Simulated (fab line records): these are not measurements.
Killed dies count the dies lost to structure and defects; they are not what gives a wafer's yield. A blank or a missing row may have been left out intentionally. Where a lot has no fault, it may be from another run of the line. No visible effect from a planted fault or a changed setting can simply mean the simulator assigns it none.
Which tool is to blame? :: flow n5 finfet :: 11 lots, 33 wafers sampled, at 4 steps of a route of 1938

WHAT THE GAUGES READ, wafer by wafer
N5_BEOL_M7_RS_MEAS_57: measurement is done with a four-point probe. Usual: for M7_RS the level is 0.282 ohm/sq and the standard deviation is 0.0069.
lot: L795
measured: day 9 05:07
on: film metro-01
M7_RS (ohm/sq): 0.287 0.292 0.280
flag: 

lot: L796
measured: day 9 12:11
on: film metro-02
M7_RS (ohm/sq): 0.278 0.284 0.283
flag: 

lot: L797
measured: day 9 21:14
on: film metro-02
M7_RS (ohm/sq): 0.288 0.289 0.290
flag: 

lot: L798
measured: day 10 15:14
on: film metro-02
M7_RS (ohm/sq): 0.282 0.292 0.288
flag: 

lot: L802
measured: day 11 08:26
on: film metro-02
M7_RS (ohm/sq): 0.290 0.289 0.281
flag: 

lot: L804
measured: day 11 22:38
on: film metro-01
M7_RS (ohm/sq): 0.299 0.287 0.282
flag: 

lot: L805
measured: day 12 08:20
on: film metro-01
M7_RS (ohm/sq): 0.265 0.271 0.268
flag: 

lot: L807
measured: day 12 10:33
on: film metro-01
M7_RS (ohm/sq): 0.281 0.279 0.285
flag: 

lot: L812
measured: day 13 18:14
on: film metro-01
M7_RS (ohm/sq): 0.286 0.285 0.285
flag: 

lot: L814
measured: day 14 05:16
on: film metro-01
M7_RS (ohm/sq): 0.280 0.286 0.273
flag: 

lot: L815
measured: day 14 07:53
on: film metro-01
M7_RS (ohm/sq): 0.279 0.282 0.277
flag: 

N5_BEOL_M8_THK_MEAS_01. Usual: for M8_ILD_THK the level is 154.4 nm and the standard deviation is 1.8.
lot: L795
measured: day 9 06:16
on: film metro-01
M8_ILD_THK (nm): 156.8 154.8 155.4
flag: 

lot: L796
measured: day 9 13:38
on: film metro-01
M8_ILD_THK (nm): 152.6 153.4 154.8
flag: 

lot: L797
measured: day 9 21:59
on: film metro-01
M8_ILD_THK (nm): 151.6 152.0 153.9
flag: 

lot: L798
measured: day 10 15:55
on: film metro-02
M8_ILD_THK (nm): 152.6 152.2 155.0
flag: 

lot: L802
measured: day 11 09:04
on: film metro-01
M8_ILD_THK (nm): 155.3 152.2 156.2
flag: 

lot: L804
measured: day 11 23:16
on: film metro-02
M8_ILD_THK (nm): 155.8 157.3 157.1
flag: 

lot: L805
measured: day 12 08:59
on: film metro-01
M8_ILD_THK (nm): 152.5 154.6 157.3
flag: 

lot: L807
measured: day 12 11:11
on: film metro-02
M8_ILD_THK (nm): 153.7 151.4 151.4
flag: 

lot: L812
measured: day 13 19:22
on: film metro-02
M8_ILD_THK (nm): 173.9 176.3 178.2
flag: OFF

lot: L814
measured: day 14 06:23
on: film metro-01
M8_ILD_THK (nm): 174.1 176.9 175.6
flag: OFF

lot: L815
measured: day 14 09:00
on: film metro-02
M8_ILD_THK (nm): 153.9 154.9 156.0
flag: 

EACH LOT AND THE TOOL THAT RAN IT (in order: tool; ch and the chambers of the sampled wafers; start)
lot: L795
N5_BEOL_M7_DEGAS_44: pvd sputter-03, day 9 02:43
N5_BEOL_M8_ILD_DEP_00: pecvd-01 ch 0,2, day 9 05:10

lot: L796
N5_BEOL_M7_DEGAS_44: pvd sputter-03, day 9 10:08
N5_BEOL_M8_ILD_DEP_00: pecvd-01 ch 0,1, day 9 12:14

lot: L797
N5_BEOL_M7_DEGAS_44: pvd sputter-01, day 9 18:57
N5_BEOL_M8_ILD_DEP_00: pecvd-01 ch 1,2, day 9 21:18

lot: L798
N5_BEOL_M7_DEGAS_44: pvd sputter-01, day 10 13:22
N5_BEOL_M8_ILD_DEP_00: pecvd-04 ch 0,1, day 10 15:19

lot: L802
N5_BEOL_M7_DEGAS_44: pvd sputter-02, day 11 05:45
N5_BEOL_M8_ILD_DEP_00: pecvd-02 ch 0,2, day 11 08:29

lot: L804
N5_BEOL_M7_DEGAS_44: pvd sputter-01, day 11 20:54
N5_BEOL_M8_ILD_DEP_00: pecvd-01 ch 0,1,2, day 11 22:43

lot: L805
N5_BEOL_M7_DEGAS_44: pvd sputter-01, day 12 05:40
N5_BEOL_M8_ILD_DEP_00: pecvd-04 ch 0,1,2, day 12 08:24

lot: L807
N5_BEOL_M7_DEGAS_44: pvd sputter-01, day 12 07:56
N5_BEOL_M8_ILD_DEP_00: pecvd-01 ch 0,1,2, day 12 10:37

lot: L812
N5_BEOL_M7_DEGAS_44: pvd sputter-01, day 13 16:08
N5_BEOL_M8_ILD_DEP_00: pecvd-04 ch 0,1,2, day 13 18:19

lot: L814
N5_BEOL_M7_DEGAS_44: pvd sputter-01, day 14 03:11
N5_BEOL_M8_ILD_DEP_00: pecvd-04 ch 1,2, day 14 05:19

lot: L815
N5_BEOL_M7_DEGAS_44: pvd sputter-03, day 14 04:24
N5_BEOL_M8_ILD_DEP_00: pecvd-02 ch 0,1,2, day 14 07:57
- N5_BEOL_M7_DEGAS_44: time 60 s.
- N5_BEOL_M8_ILD_DEP_00: deposits SiCOH lowk from DEMS/porogen, target thk 179.75 nm, time 33.4 s.

WHAT THE TOOLS THEMSELVES READ (means of the sampled wafers that have a number; where no wafer has one, the mark that the record gives instead)
N5_BEOL_M7_DEGAS_44. Usual: heater power w 314 W, standard deviation 27.
lot: L795
tool: pvd sputter-03
heater power w (W): 305
flag: 

lot: L796
tool: pvd sputter-03
heater power w (W): 299
flag: 

lot: L797
tool: pvd sputter-01
heater power w (W): 314
flag: 

lot: L798
tool: pvd sputter-01
heater power w (W): 332
flag: 

lot: L802
tool: pvd sputter-02
heater power w (W): 309
flag: 

lot: L804
tool: pvd sputter-01
heater power w (W): 300
flag: 

lot: L805
tool: pvd sputter-01
heater power w (W): 308
flag: 

lot: L807
tool: pvd sputter-01
heater power w (W): 305
flag: 

lot: L812
tool: pvd sputter-01
heater power w (W): 301
flag: 

lot: L814
tool: pvd sputter-01
heater power w (W): 312
flag: 

lot: L815
tool: pvd sputter-03
heater power w (W): 311
flag: 

N5_BEOL_M8_ILD_DEP_00. Usual: heater power w 344 W, standard deviation 74; showerhead plenum p Torr 5.741 Torr, standard deviation 0.013; susceptor temp C 300.02 C, standard deviation 0.19; throttle valve pct 13.4 %, standard deviation 0.78.
lot: L795
tool: pecvd-01
heater power w (W): 293
showerhead plenum p Torr (Torr): 5.743
susceptor temp C (C): 300.23
throttle valve pct (%): 13.2
flag: 

lot: L796
tool: pecvd-01
heater power w (W): 254
showerhead plenum p Torr (Torr): 5.748
susceptor temp C (C): 300.06
throttle valve pct (%): 14.5
flag: 

lot: L797
tool: pecvd-01
heater power w (W): 282
showerhead plenum p Torr (Torr): 5.741
susceptor temp C (C): 299.94
throttle valve pct (%): 13.6
flag: 

lot: L798
tool: pecvd-04
heater power w (W): 393
showerhead plenum p Torr (Torr): 5.735
susceptor temp C (C): 300.19
throttle valve pct (%): 13.2
flag: 

lot: L802
tool: pecvd-02
heater power w (W): 278
showerhead plenum p Torr (Torr): 5.742
susceptor temp C (C): 299.97
throttle valve pct (%): 13.5
flag: 

lot: L804
tool: pecvd-01
heater power w (W): 288
showerhead plenum p Torr (Torr): 5.751
susceptor temp C (C): 300.24
throttle valve pct (%): 13.9
flag: 

lot: L805
tool: pecvd-04
heater power w (W): 420
showerhead plenum p Torr (Torr): 5.729
susceptor temp C (C): 300.00
throttle valve pct (%): 13.1
flag: 

lot: L807
tool: pecvd-01
heater power w (W): 261
showerhead plenum p Torr (Torr): 5.740
susceptor temp C (C): 299.91
throttle valve pct (%): 13.8
flag: 

lot: L812
tool: pecvd-04
heater power w (W): 315
showerhead plenum p Torr (Torr): 5.734
susceptor temp C (C): 279.99
throttle valve pct (%): 12.8
flag: OFF

lot: L814
tool: pecvd-04
heater power w (W): 333
showerhead plenum p Torr (Torr): 5.724
susceptor temp C (C): 279.95
throttle valve pct (%): 13.1
flag: OFF

lot: L815
tool: pecvd-02
heater power w (W): 271
showerhead plenum p Torr (Torr): 5.746
susceptor temp C (C): 299.86
throttle valve pct (%): 13.4
flag: 

THE ANSWER, worked out from the rows above alone
Rule: take the mean of a lot's wafers that have a number; if it is more than 3 standard deviations from the usual mean, the lot is off. Also off: a lot with no number at a reading for which 4 or more lots have one. All remaining lots with rows at the step are treated as sound. The gauges are gone through in route order, then the tools' own readings, and for those a lot's mean is taken as printed above. At the first step where some lot is off, the reading lying furthest off is the one used; lots without a number count as furthest.
Off: L812, L814, seen at N5_BEOL_M8_THK_MEAS_01 (M8_ILD_THK).
A tool fits if, at a process step before that reading, it ran every lot that is off, and no sound lot after the first of them. Not tried: the gauges at N5_BEOL_M8_THK_MEAS_01; whatever is off there is also off at N5_BEOL_M8_ILD_DEP_00, on other tools, and gauge error can't account for it. This does not decide it: 2 tools fit, namely pvd sputter-01 at N5_BEOL_M7_DEGAS_44 and pecvd-04 at N5_BEOL_M8_ILD_DEP_00.

WHAT THE SIMULATOR HAD INSERTED
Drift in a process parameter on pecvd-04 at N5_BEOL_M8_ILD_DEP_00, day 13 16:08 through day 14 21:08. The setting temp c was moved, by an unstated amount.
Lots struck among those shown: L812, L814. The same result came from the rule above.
